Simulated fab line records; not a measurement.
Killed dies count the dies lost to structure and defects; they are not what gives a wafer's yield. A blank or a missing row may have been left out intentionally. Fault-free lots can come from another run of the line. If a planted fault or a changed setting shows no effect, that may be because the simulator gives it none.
The tool behind it: which one? :: flow n5 finfet :: 72 wafers from 24 lots sampled at 5 of the route's 1938 steps

WHAT EACH GAUGE READ, for each wafer
N5_BEOL_M3_THK_MEAS_53: measures by xrf. Usual: M3_THK typically reads 39.4 nm, with standard deviation 1.8.
lot: L074
measured: day 7 07:20
on: film metro-01
M3_THK (nm): 37.4 36.4 38.8
flag: 

lot: L075
measured: day 7 12:06
on: film metro-02
M3_THK (nm): 41.8 38.1 39.1
flag: 

lot: L076
measured: day 7 19:49
on: film metro-01
M3_THK (nm): 37.9 42.3 40.9
flag: 

lot: L077
measured: day 8 02:25
on: film metro-01
M3_THK (nm): 38.6 38.8 40.3
flag: 

lot: L078
measured: day 8 05:04
on: film metro-01
M3_THK (nm): 40.7 38.5 40.6
flag: 

lot: L079
measured: day 8 10:11
on: film metro-01
M3_THK (nm): 36.8 37.9 41.8
flag: 

lot: L080
measured: day 8 22:06
on: film metro-02
M3_THK (nm): 38.8 43.1 39.4
flag: 

lot: L081
measured: day 9 05:36
on: film metro-01
M3_THK (nm): 39.3 41.7 38.8
flag: 

lot: L082
measured: day 9 09:59
on: film metro-01
M3_THK (nm): 42.3 40.0 43.0
flag: 

lot: L083
measured: day 9 18:19
on: film metro-01
M3_THK (nm): 37.6 40.5 37.8
flag: 

lot: L084
measured: day 9 23:29
on: film metro-01
M3_THK (nm): 39.6 36.7 41.4
flag: 

lot: L085
measured: day 10 02:42
on: film metro-02
M3_THK (nm): 36.9 38.2 37.4
flag: 

lot: L086
measured: day 10 17:08
on: film metro-01
M3_THK (nm): 38.9 39.2 39.9
flag: 

lot: L088
measured: day 10 17:31
on: film metro-01
M3_THK (nm): 40.2 39.9 40.0
flag: 

lot: L087
measured: day 10 20:23
on: film metro-01
M3_THK (nm): 37.8 37.4 39.1
flag: 

lot: L089
measured: day 10 23:45
on: film metro-01
M3_THK (nm): 37.8 39.6 37.4
flag: 

lot: L090
measured: day 11 03:37
on: film metro-02
M3_THK (nm): 41.7 41.8 43.0
flag: 

lot: L091
measured: day 11 10:13
on: film metro-01
M3_THK (nm): 38.6 38.4 38.8
flag: 

lot: L092
measured: day 11 23:17
on: film metro-01
M3_THK (nm): 39.1 37.2 35.9
flag: 

lot: L094
measured: day 12 16:55
on: film metro-02
M3_THK (nm): 36.5 38.5 40.2
flag: 

lot: L093
measured: day 12 19:01
on: film metro-02
M3_THK (nm): 39.6 41.1 38.4
flag: 

lot: L095
measured: day 12 20:03
on: film metro-02
M3_THK (nm): 37.1 41.2 40.0
flag: 

lot: L096
measured: day 13 04:33
on: film metro-01
M3_THK (nm): 38.5 40.4 38.8
flag: 

lot: L097
measured: day 13 06:29
on: film metro-02
M3_THK (nm): 35.6 36.2 38.5
flag: 

N5_BEOL_M3_RS_MEAS_58: a four-point-probe measurement. Usual: M3_RS typically reads 0.69 ohm/sq, with standard deviation 0.042.
lot: L074
measured: day 7 07:36
on: film metro-01
M3_RS (ohm/sq): 0.74 0.77 0.71
flag: 

lot: L075
measured: day 7 12:22
on: film metro-01
M3_RS (ohm/sq): 0.65 0.72 0.70
flag: 

lot: L076
measured: day 7 20:05
on: film metro-01
M3_RS (ohm/sq): 0.73 0.63 0.66
flag: 

lot: L077
measured: day 8 02:52
on: film metro-01
M3_RS (ohm/sq): 0.71 0.70 0.67
flag: 

lot: L078
measured: day 8 05:19
on: film metro-01
M3_RS (ohm/sq): 0.66 0.71 0.66
flag: 

lot: L079
measured: day 8 10:26
on: film metro-02
M3_RS (ohm/sq): 0.76 0.74 0.65
flag: 

lot: L080
measured: day 8 22:22
on: film metro-01
M3_RS (ohm/sq): 0.70 0.61 0.69
flag: 

lot: L081
measured: day 9 05:52
on: film metro-02
M3_RS (ohm/sq): 0.69 0.64 0.70
flag: 

lot: L082
measured: day 9 10:14
on: film metro-01
M3_RS (ohm/sq): 0.62 0.66 0.60
flag: 

lot: L083
measured: day 9 18:34
on: film metro-02
M3_RS (ohm/sq): 0.73 0.67 0.73
flag: 

lot: L084
measured: day 9 23:45
on: film metro-02
M3_RS (ohm/sq): 0.68 0.76 0.64
flag: 

lot: L085
measured: day 10 02:59
on: film metro-02
M3_RS (ohm/sq): 0.74 0.71 0.73
flag: 

lot: L086
measured: day 10 17:24
on: film metro-01
M3_RS (ohm/sq): 0.69 0.68 0.67
flag: 

lot: L088
measured: day 10 17:46
on: film metro-01
M3_RS (ohm/sq): 0.67 0.67 0.67
flag: 

lot: L087
measured: day 10 20:43
on: film metro-02
M3_RS (ohm/sq): 0.72 0.74 0.69
flag: 

lot: L089
measured: day 11 00:01
on: film metro-01
M3_RS (ohm/sq): 0.73 0.68 0.74
flag: 

lot: L090
measured: day 11 03:52
on: film metro-02
M3_RS (ohm/sq): 0.64 0.64 0.62
flag: 

lot: L091
measured: day 11 10:28
on: film metro-01
M3_RS (ohm/sq): 0.71 0.71 0.71
flag: 

lot: L092
measured: day 11 23:33
on: film metro-02
M3_RS (ohm/sq): 0.70 0.75 0.78
flag: 

lot: L094
measured: day 12 17:10
on: film metro-02
M3_RS (ohm/sq): 0.77 0.72 0.69
flag: 

lot: L093
measured: day 12 19:16
on: film metro-02
M3_RS (ohm/sq): 0.69 0.66 0.72
flag: 

lot: L095
measured: day 12 20:21
on: film metro-01
M3_RS (ohm/sq): 0.75 0.65 0.68
flag: 

lot: L096
measured: day 13 04:49
on: film metro-02
M3_RS (ohm/sq): 0.71 0.67 0.70
flag: 

lot: L097
measured: day 13 06:44
on: film metro-02
M3_RS (ohm/sq): 0.79 0.78 0.72
flag: 

N5_BEOL_M4_CD_MEAS_35: target cd 18 nm, target cd y 22.4 nm. Usual: cd nm reads 18.3 nm (standard deviation 0.45).
lot: L074
measured: day 7 13:03
on: cd sem-03
cd nm (nm): 18.2 18.3 18.3
flag: 

lot: L075
measured: day 7 21:12
on: cd sem-01
cd nm (nm): 17.8 18.4 18.3
flag: 

lot: L076
measured: day 8 01:38
on: cd sem-03
cd nm (nm): 19.1 17.9 18.0
flag: 

lot: L077
measured: day 8 09:22
on: cd sem-01
cd nm (nm): 17.9 18.2 17.8
flag: 

lot: L078
measured: day 8 09:50
on: cd sem-03
cd nm (nm): 18.0 18.0 18.1
flag: 

lot: L079
measured: day 8 21:27
on: cd sem-02
cd nm (nm): 18.3 18.2 19.7
flag: 

lot: L080
measured: day 9 06:30
on: cd sem-01
cd nm (nm): 18.0 19.0 18.7
flag: 

lot: L081
measured: day 9 09:19
on: cd sem-03
cd nm (nm): 18.9 18.1 18.7
flag: 

lot: L082
measured: day 9 19:47
on: cd sem-01
cd nm (nm): 17.6 18.5 18.0
flag: 

lot: L083
measured: day 10 01:09
on: cd sem-02
cd nm (nm): 17.9 17.7 18.0
flag: 

lot: L084
measured: day 10 04:36
on: cd sem-03
cd nm (nm): 18.5 19.1 18.0
flag: 

lot: L085
measured: day 10 08:01
on: cd sem-01
cd nm (nm): 18.0 18.1 18.3
flag: 

lot: L086
measured: day 11 00:17
on: cd sem-02
cd nm (nm): 18.0 18.9 18.7
flag: 

lot: L088
measured: day 11 00:32
on: cd sem-02
cd nm (nm): 17.9 18.9 17.5
flag: 

lot: L087
measured: day 11 03:02
on: cd sem-03
cd nm (nm): 18.3 17.8 18.1
flag: 

lot: L089
measured: day 11 03:34
on: cd sem-03
cd nm (nm): 18.5 18.0 17.8
flag: 

lot: L090
measured: day 11 09:56
on: cd sem-03
cd nm (nm): 18.2 18.4 18.7
flag: 

lot: L091
measured: day 11 23:02
on: cd sem-02
cd nm (nm): 18.7 18.2 18.7
flag: 

lot: L092
measured: day 12 05:52
on: cd sem-03
cd nm (nm): 18.4 17.8 18.5
flag: 

lot: L094
measured: day 12 22:21
on: cd sem-03
cd nm (nm): 18.7 17.6 17.7
flag: 

lot: L093
measured: day 12 22:44
on: cd sem-02
cd nm (nm): 18.3 17.5 18.2
flag: 

lot: L095
measured: day 13 02:28
on: cd sem-01
cd nm (nm): 18.0 17.7 18.5
flag: 

lot: L096
measured: day 13 13:34
on: cd sem-03
cd nm (nm): 18.6 18.9 18.5
flag: 

lot: L097
measured: day 13 13:37
on: cd sem-03
cd nm (nm): 18.0 17.7 18.2
flag: 

EACH LOT AND THE TOOL THAT RAN IT (in order: tool; ch and the chambers of the sampled wafers; start)
lot: L074
N5_BEOL_M4_STRIP_66: rie diel-06 ch 0,2,3, day 7 09:09
N5_BEOL_M4_ETCH_69: rie diel-06 ch 0,1, day 7 09:59

lot: L075
N5_BEOL_M4_STRIP_66: rie diel-06 ch 0,1, day 7 13:56
N5_BEOL_M4_ETCH_69: rie diel-05 ch 0,2,3, day 7 14:40

lot: L076
N5_BEOL_M4_STRIP_66: rie diel-06 ch 1,3, day 7 21:25
N5_BEOL_M4_ETCH_69: rie diel-04 ch 0,1,2, day 7 22:09

lot: L077
N5_BEOL_M4_STRIP_66: rie diel-06 ch 0,1,2, day 8 07:01
N5_BEOL_M4_ETCH_69: rie diel-06 ch 1,2,3, day 8 07:47

lot: L078
N5_BEOL_M4_STRIP_66: rie diel-04 ch 2,3, day 8 07:33
N5_BEOL_M4_ETCH_69: rie diel-05 ch 2,3, day 8 08:32

lot: L079
N5_BEOL_M4_STRIP_66: rie diel-04 ch 0,2,3, day 8 14:50
N5_BEOL_M4_ETCH_69: rie diel-04 ch 1,2,3, day 8 16:02

lot: L080
N5_BEOL_M4_STRIP_66: rie diel-05 ch 0,2,3, day 9 01:34
N5_BEOL_M4_ETCH_69: rie diel-06 ch 0,1,3, day 9 02:53

lot: L081
N5_BEOL_M4_STRIP_66: rie diel-04 ch 0,3, day 9 07:14
N5_BEOL_M4_ETCH_69: rie diel-04 ch 0,1, day 9 08:04

lot: L082
N5_BEOL_M4_STRIP_66: rie diel-06 ch 0,1,3, day 9 12:52
N5_BEOL_M4_ETCH_69: rie diel-05 ch 0,3, day 9 13:55

lot: L083
N5_BEOL_M4_STRIP_66: rie diel-04 ch 1,2, day 9 20:22
N5_BEOL_M4_ETCH_69: rie diel-05 ch 1,2,3, day 9 21:05

lot: L084
N5_BEOL_M4_STRIP_66: rie diel-04 ch 0,1,3, day 10 01:42
N5_BEOL_M4_ETCH_69: rie diel-04 ch 0,1, day 10 02:32

lot: L085
N5_BEOL_M4_STRIP_66: rie diel-06 ch 0,2, day 10 05:30
N5_BEOL_M4_ETCH_69: rie diel-04 ch 0,3, day 10 06:26

lot: L086
N5_BEOL_M4_STRIP_66: rie diel-06 ch 1,2,3, day 10 19:00
N5_BEOL_M4_ETCH_69: rie diel-04 ch 1,3, day 10 20:02

lot: L088
N5_BEOL_M4_STRIP_66: rie diel-05 ch 1,3, day 10 19:16
N5_BEOL_M4_ETCH_69: rie diel-06 ch 1,2, day 10 20:11

lot: L087
N5_BEOL_M4_STRIP_66: rie diel-06 ch 0,2,3, day 10 21:57
N5_BEOL_M4_ETCH_69: rie diel-04 ch 0,2,3, day 10 22:53

lot: L089
N5_BEOL_M4_STRIP_66: rie diel-04 ch 0,3, day 11 01:18
N5_BEOL_M4_ETCH_69: rie diel-05 ch 0,1,2, day 11 02:10

lot: L090
N5_BEOL_M4_STRIP_66: rie diel-04 ch 0,2, day 11 04:56
N5_BEOL_M4_ETCH_69: rie diel-06 ch 0,1, day 11 09:09

lot: L091
N5_BEOL_M4_STRIP_66: rie diel-04 ch 0,2,3, day 11 12:47
N5_BEOL_M4_ETCH_69: rie diel-06 ch 0,1,2, day 11 13:48

lot: L092
N5_BEOL_M4_STRIP_66: rie diel-06 ch 0,2,3, day 12 00:38
N5_BEOL_M4_ETCH_69: rie diel-05 ch 0,2,3, day 12 01:58

lot: L094
N5_BEOL_M4_STRIP_66: rie diel-05 ch 0,3, day 12 18:16
N5_BEOL_M4_ETCH_69: rie diel-05 ch 0,1,2, day 12 19:08

lot: L093
N5_BEOL_M4_STRIP_66: rie diel-05 ch 0,1,3, day 12 20:37
N5_BEOL_M4_ETCH_69: rie diel-04 ch 1,2,3, day 12 21:27

lot: L095
N5_BEOL_M4_STRIP_66: rie diel-06 ch 0,1,3, day 12 23:14
N5_BEOL_M4_ETCH_69: rie diel-05 ch 0,2, day 13 00:04

lot: L096
N5_BEOL_M4_STRIP_66: rie diel-05 ch 1,3, day 13 07:24
N5_BEOL_M4_ETCH_69: rie diel-05 ch 0,2,3, day 13 08:24

lot: L097
N5_BEOL_M4_STRIP_66: rie diel-06 ch 0,3, day 13 08:04
N5_BEOL_M4_ETCH_69: rie diel-04 ch 0,1,3, day 13 08:49
- N5_BEOL_M4_STRIP_66: strips in CF4.
- N5_BEOL_M4_ETCH_69: etches SiARC in CF4, target depth 15.6 nm, time 26 s.

AS READ BY THE TOOLS THEMSELVES (means over the sampled wafers that have a number; for cases with no such wafer, the mark the record gives instead)
N5_BEOL_M4_STRIP_66. Usual: for bias power w, 75.01 W with a standard deviation of 0.25; for cf4 flow sccm, 150.0 sccm with a standard deviation of 0.46; for drypump motor current A, 5.7 A with a standard deviation of 0.42; for oes product au, 0.79 a.u. with a standard deviation of 0.095; for rf vpp V, 271.4 V with a standard deviation of 1.2; for showerhead plenum p Torr, 1.81 Torr with a standard deviation of 0.049; for throttle valve pct, 13.52 % with a standard deviation of 0.27.
lot: L074
tool: rie diel-06
bias power w (W): 74.99
cf4 flow sccm (sccm): 149.8
drypump motor current A (A): 5.9
oes product au (a.u.): 0.75
rf vpp V (V): 271.2
showerhead plenum p Torr (Torr): 1.82
throttle valve pct (%): 13.47
flag: 

lot: L075
tool: rie diel-06
bias power w (W): 74.63
cf4 flow sccm (sccm): 150.2
drypump motor current A (A): 6.0
oes product au (a.u.): 0.72
rf vpp V (V): 270.1
showerhead plenum p Torr (Torr): 1.80
throttle valve pct (%): 13.62
flag: 

lot: L076
tool: rie diel-06
bias power w (W): 75.21
cf4 flow sccm (sccm): 149.9
drypump motor current A (A): 6.0
oes product au (a.u.): 0.71
rf vpp V (V): 271.0
showerhead plenum p Torr (Torr): 1.79
throttle valve pct (%): 13.75
flag: 

lot: L077
tool: rie diel-06
bias power w (W): 74.89
cf4 flow sccm (sccm): 150.3
drypump motor current A (A): 6.0
oes product au (a.u.): 0.73
rf vpp V (V): 271.5
showerhead plenum p Torr (Torr): 1.81
throttle valve pct (%): 13.45
flag: 

lot: L078
tool: rie diel-04
bias power w (W): 75.18
cf4 flow sccm (sccm): 150.3
drypump motor current A (A): 5.2
oes product au (a.u.): 0.86
rf vpp V (V): 271.4
showerhead plenum p Torr (Torr): 1.78
throttle valve pct (%): 13.45
flag: 

lot: L079
tool: rie diel-04
bias power w (W): 74.88
cf4 flow sccm (sccm): 149.7
drypump motor current A (A): 5.4
oes product au (a.u.): 0.85
rf vpp V (V): 270.3
showerhead plenum p Torr (Torr): 1.78
throttle valve pct (%): 13.44
flag: 

lot: L080
tool: rie diel-05
bias power w (W): 75.25
cf4 flow sccm (sccm): 150.0
drypump motor current A (A): 6.0
oes product au (a.u.): 0.81
rf vpp V (V): 272.4
showerhead plenum p Torr (Torr): 1.89
throttle valve pct (%): 13.50
flag: 

lot: L081
tool: rie diel-04
bias power w (W): 74.90
cf4 flow sccm (sccm): 149.9
drypump motor current A (A): 5.7
oes product au (a.u.): 0.91
rf vpp V (V): 270.0
showerhead plenum p Torr (Torr): 1.75
throttle valve pct (%): 13.19
flag: 

lot: L082
tool: rie diel-06
bias power w (W): 75.09
cf4 flow sccm (sccm): 150.0
drypump motor current A (A): 5.9
oes product au (a.u.): 0.72
rf vpp V (V): 271.2
showerhead plenum p Torr (Torr): 1.79
throttle valve pct (%): 13.69
flag: 

lot: L083
tool: rie diel-04
bias power w (W): 74.75
cf4 flow sccm (sccm): 150.4
drypump motor current A (A): 4.9
oes product au (a.u.): 0.68
rf vpp V (V): 271.6
showerhead plenum p Torr (Torr): 1.84
throttle valve pct (%): 14.01
flag: 

lot: L084
tool: rie diel-04
bias power w (W): 75.12
cf4 flow sccm (sccm): 149.8
drypump motor current A (A): 5.5
oes product au (a.u.): 0.82
rf vpp V (V): 270.9
showerhead plenum p Torr (Torr): 1.78
throttle valve pct (%): 13.48
flag: 

lot: L085
tool: rie diel-06
bias power w (W): 74.97
cf4 flow sccm (sccm): 150.2
drypump motor current A (A): 6.0
oes product au (a.u.): 0.74
rf vpp V (V): 272.5
showerhead plenum p Torr (Torr): 1.83
throttle valve pct (%): 13.32
flag: 

lot: L086
tool: rie diel-06
bias power w (W): 75.00
cf4 flow sccm (sccm): 150.5
drypump motor current A (A): 6.0
oes product au (a.u.): 0.70
rf vpp V (V): 270.8
showerhead plenum p Torr (Torr): 1.80
throttle valve pct (%): 13.64
flag: 

lot: L088
tool: rie diel-05
bias power w (W): 74.86
cf4 flow sccm (sccm): 150.1
drypump motor current A (A): 5.5
oes product au (a.u.): 0.89
rf vpp V (V): 272.4
showerhead plenum p Torr (Torr): 1.89
throttle valve pct (%): 13.39
flag: 

lot: L087
tool: rie diel-06
bias power w (W): 74.95
cf4 flow sccm (sccm): 150.2
drypump motor current A (A): 5.9
oes product au (a.u.): 0.72
rf vpp V (V): 271.3
showerhead plenum p Torr (Torr): 1.81
throttle valve pct (%): 13.54
flag: 

lot: L089
tool: rie diel-04
bias power w (W): 75.03
cf4 flow sccm (sccm): 149.7
drypump motor current A (A): 5.6
oes product au (a.u.): 0.88
rf vpp V (V): 269.8
showerhead plenum p Torr (Torr): 1.75
throttle valve pct (%): 13.25
flag: 

lot: L090
tool: rie diel-04
bias power w (W): 75.23
cf4 flow sccm (sccm): 150.3
drypump motor current A (A): 5.2
oes product au (a.u.): 0.94
rf vpp V (V): 270.4
showerhead plenum p Torr (Torr): 1.81
throttle valve pct (%): 13.36
flag: 

lot: L091
tool: rie diel-04
bias power w (W): 74.88
cf4 flow sccm (sccm): 149.5
drypump motor current A (A): 5.4
oes product au (a.u.): 0.89
rf vpp V (V): 270.7
showerhead plenum p Torr (Torr): 1.77
throttle valve pct (%): 13.31
flag: 

lot: L092
tool: rie diel-06
bias power w (W): 74.65
cf4 flow sccm (sccm): 149.8
drypump motor current A (A): 5.9
oes product au (a.u.): 0.72
rf vpp V (V): 270.5
showerhead plenum p Torr (Torr): 1.81
throttle valve pct (%): 13.56
flag: 

lot: L094
tool: rie diel-05
bias power w (W): 75.07
cf4 flow sccm (sccm): 150.0
drypump motor current A (A): 5.8
oes product au (a.u.): 0.80
rf vpp V (V): 272.1
showerhead plenum p Torr (Torr): 1.89
throttle valve pct (%): 13.50
flag: 

lot: L093
tool: rie diel-05
bias power w (W): 75.04
cf4 flow sccm (sccm): 149.7
drypump motor current A (A): 5.6
oes product au (a.u.): 0.82
rf vpp V (V): 271.7
showerhead plenum p Torr (Torr): 1.87
throttle valve pct (%): 13.52
flag: 

lot: L095
tool: rie diel-06
bias power w (W): 75.08
cf4 flow sccm (sccm): 149.6
drypump motor current A (A): 5.9
oes product au (a.u.): 0.80
rf vpp V (V): 270.5
showerhead plenum p Torr (Torr): 1.78
throttle valve pct (%): 13.55
flag: 

lot: L096
tool: rie diel-05
bias power w (W): 75.22
cf4 flow sccm (sccm): 149.8
drypump motor current A (A): 5.5
oes product au (a.u.): 0.85
rf vpp V (V): 272.3
showerhead plenum p Torr (Torr): 1.89
throttle valve pct (%): 13.43
flag: 

lot: L097
tool: rie diel-06
bias power w (W): 75.05
cf4 flow sccm (sccm): 150.5
drypump motor current A (A): 5.7
oes product au (a.u.): 0.72
rf vpp V (V): 271.9
showerhead plenum p Torr (Torr): 1.79
throttle valve pct (%): 13.67
flag: 

N5_BEOL_M4_ETCH_69. Usual: for cf4 flow sccm, 100.01 sccm with a standard deviation of 0.29; for drypump motor current A, 5.7 A with a standard deviation of 0.45; for etch rf on time s, 25.8 s with a standard deviation of 1.1; for oes product au, 0.69 a.u. with a standard deviation of 0.089; for rf vpp V, 184.4 V with a standard deviation of 1.1; for showerhead plenum p Torr, 2.18 Torr with a standard deviation of 0.058; for throttle valve pct, 15.55 % with a standard deviation of 0.24.
lot: L074
tool: rie diel-06
cf4 flow sccm (sccm): 100.22
drypump motor current A (A): 5.9
etch rf on time s (s): 27.5
oes product au (a.u.): 0.63
rf vpp V (V): 184.2
showerhead plenum p Torr (Torr): 2.15
throttle valve pct (%): 15.54
flag: 

lot: L075
tool: rie diel-05
cf4 flow sccm (sccm): 99.92
drypump motor current A (A): 6.0
etch rf on time s (s): 25.3
oes product au (a.u.): 0.73
rf vpp V (V): 185.4
showerhead plenum p Torr (Torr): 2.25
throttle valve pct (%): 15.47
flag: 

lot: L076
tool: rie diel-04
cf4 flow sccm (sccm): 100.19
drypump motor current A (A): 5.3
etch rf on time s (s): 25.9
oes product au (a.u.): 0.67
rf vpp V (V): 184.9
showerhead plenum p Torr (Torr): 2.16
throttle valve pct (%): 15.74
flag: 

lot: L077
tool: rie diel-06
cf4 flow sccm (sccm): 99.79
drypump motor current A (A): 6.0
etch rf on time s (s): 26.2
oes product au (a.u.): 0.62
rf vpp V (V): 184.2
showerhead plenum p Torr (Torr): 2.16
throttle valve pct (%): 15.60
flag: 

lot: L078
tool: rie diel-05
cf4 flow sccm (sccm): 100.15
drypump motor current A (A): 5.8
etch rf on time s (s): 25.0
oes product au (a.u.): 0.77
rf vpp V (V): 185.7
showerhead plenum p Torr (Torr): 2.27
throttle valve pct (%): 15.41
flag: 

lot: L079
tool: rie diel-04
cf4 flow sccm (sccm): 99.86
drypump motor current A (A): 5.1
etch rf on time s (s): 26.2
oes product au (a.u.): 0.66
rf vpp V (V): 184.1
showerhead plenum p Torr (Torr): 2.17
throttle valve pct (%): 15.78
flag: 

lot: L080
tool: rie diel-06
cf4 flow sccm (sccm): 100.40
drypump motor current A (A): 5.9
etch rf on time s (s): 27.1
oes product au (a.u.): 0.61
rf vpp V (V): 183.9
showerhead plenum p Torr (Torr): 2.14
throttle valve pct (%): 15.70
flag: 

lot: L081
tool: rie diel-04
cf4 flow sccm (sccm): 99.98
drypump motor current A (A): 5.4
etch rf on time s (s): 25.4
oes product au (a.u.): 0.67
rf vpp V (V): 184.9
showerhead plenum p Torr (Torr): 2.16
throttle valve pct (%): 15.76
flag: 

lot: L082
tool: rie diel-05
cf4 flow sccm (sccm): 99.84
drypump motor current A (A): 5.8
etch rf on time s (s): 25.5
oes product au (a.u.): 0.73
rf vpp V (V): 185.7
showerhead plenum p Torr (Torr): 2.25
throttle valve pct (%): 15.43
flag: 

lot: L083
tool: rie diel-05
cf4 flow sccm (sccm): 100.07
drypump motor current A (A): 5.7
etch rf on time s (s): 25.3
oes product au (a.u.): 0.77
rf vpp V (V): 184.9
showerhead plenum p Torr (Torr): 2.24
throttle valve pct (%): 15.46
flag: 

lot: L084
tool: rie diel-04
cf4 flow sccm (sccm): 100.27
drypump motor current A (A): 5.4
etch rf on time s (s): 25.6
oes product au (a.u.): 0.66
rf vpp V (V): 183.5
showerhead plenum p Torr (Torr): 2.16
throttle valve pct (%): 15.77
flag: 

lot: L085
tool: rie diel-04
cf4 flow sccm (sccm): 99.89
drypump motor current A (A): 5.6
etch rf on time s (s): 25.7
oes product au (a.u.): 0.78
rf vpp V (V): 184.0
showerhead plenum p Torr (Torr): 2.10
throttle valve pct (%): 15.31
flag: 

lot: L086
tool: rie diel-04
cf4 flow sccm (sccm): 99.96
drypump motor current A (A): 5.2
etch rf on time s (s): 26.0
oes product au (a.u.): 0.64
rf vpp V (V): 184.3
showerhead plenum p Torr (Torr): 2.16
throttle valve pct (%): 15.82
flag: 

lot: L088
tool: rie diel-06
cf4 flow sccm (sccm): 99.93
drypump motor current A (A): 6.1
etch rf on time s (s): 26.0
oes product au (a.u.): 0.62
rf vpp V (V): 184.6
showerhead plenum p Torr (Torr): 2.18
throttle valve pct (%): 15.43
flag: 

lot: L087
tool: rie diel-04
cf4 flow sccm (sccm): 100.09
drypump motor current A (A): 5.4
etch rf on time s (s): 25.9
oes product au (a.u.): 0.80
rf vpp V (V): 183.9
showerhead plenum p Torr (Torr): 2.12
throttle valve pct (%): 15.37
flag: 

lot: L089
tool: rie diel-05
cf4 flow sccm (sccm): 99.85
drypump motor current A (A): 5.9
etch rf on time s (s): 25.2
oes product au (a.u.): 0.71
rf vpp V (V): 184.6
showerhead plenum p Torr (Torr): 2.22
throttle valve pct (%): 15.55
flag: 

lot: L090
tool: rie diel-06
cf4 flow sccm (sccm): 100.02
drypump motor current A (A): 5.8
etch rf on time s (s): 28.0
oes product au (a.u.): 0.60
rf vpp V (V): 183.8
showerhead plenum p Torr (Torr): 2.14
throttle valve pct (%): 15.59
flag: 

lot: L091
tool: rie diel-06
cf4 flow sccm (sccm): 100.07
drypump motor current A (A): 6.0
etch rf on time s (s): 26.9
oes product au (a.u.): 0.60
rf vpp V (V): 185.0
showerhead plenum p Torr (Torr): 2.16
throttle valve pct (%): 15.52
flag: 

lot: L092
tool: rie diel-05
cf4 flow sccm (sccm): 100.38
drypump motor current A (A): 6.0
etch rf on time s (s): 25.2
oes product au (a.u.): 0.69
rf vpp V (V): 185.1
showerhead plenum p Torr (Torr): 2.24
throttle valve pct (%): 15.56
flag: 

lot: L094
tool: rie diel-05
cf4 flow sccm (sccm): 99.93
drypump motor current A (A): 5.8
etch rf on time s (s): 25.3
oes product au (a.u.): 0.70
rf vpp V (V): 184.3
showerhead plenum p Torr (Torr): 2.22
throttle valve pct (%): 15.58
flag: 

lot: L093
tool: rie diel-04
cf4 flow sccm (sccm): 99.61
drypump motor current A (A): 5.1
etch rf on time s (s): 26.2
oes product au (a.u.): 0.77
rf vpp V (V): 184.7
showerhead plenum p Torr (Torr): 2.15
throttle valve pct (%): 15.52
flag: 

lot: L095
tool: rie diel-05
cf4 flow sccm (sccm): 99.90
drypump motor current A (A): 6.2
etch rf on time s (s): 25.7
oes product au (a.u.): 0.63
rf vpp V (V): 184.7
showerhead plenum p Torr (Torr): 2.22
throttle valve pct (%): 15.64
flag: 

lot: L096
tool: rie diel-05
cf4 flow sccm (sccm): 99.96
drypump motor current A (A): 6.0
etch rf on time s (s): 25.2
oes product au (a.u.): 0.68
rf vpp V (V): 185.5
showerhead plenum p Torr (Torr): 2.24
throttle valve pct (%): 15.56
flag: 

lot: L097
tool: rie diel-04
cf4 flow sccm (sccm): 100.06
drypump motor current A (A): 5.5
etch rf on time s (s): 25.3
oes product au (a.u.): 0.76
rf vpp V (V): 183.5
showerhead plenum p Torr (Torr): 2.12
throttle valve pct (%): 15.45
flag: 

THE ANSWER, worked out from the rows above alone
Rule: lot off if the mean of its wafers having a number is beyond 3 standard deviations from the usual mean. Also off: a lot with no number at a reading for which 4 or more lots have one. All remaining lots with rows at the step are treated as sound. The gauges are gone through in route order, then the tools' own readings, and for those a lot's mean is taken as printed above. The first step at which some lot is off is used, and at that step the reading that is off furthest; a lot without a number counts as furthest.
No lot is off on any of the readings shown, so nothing can be concluded from this.

WHAT THE SIMULATOR HAD PUT IN
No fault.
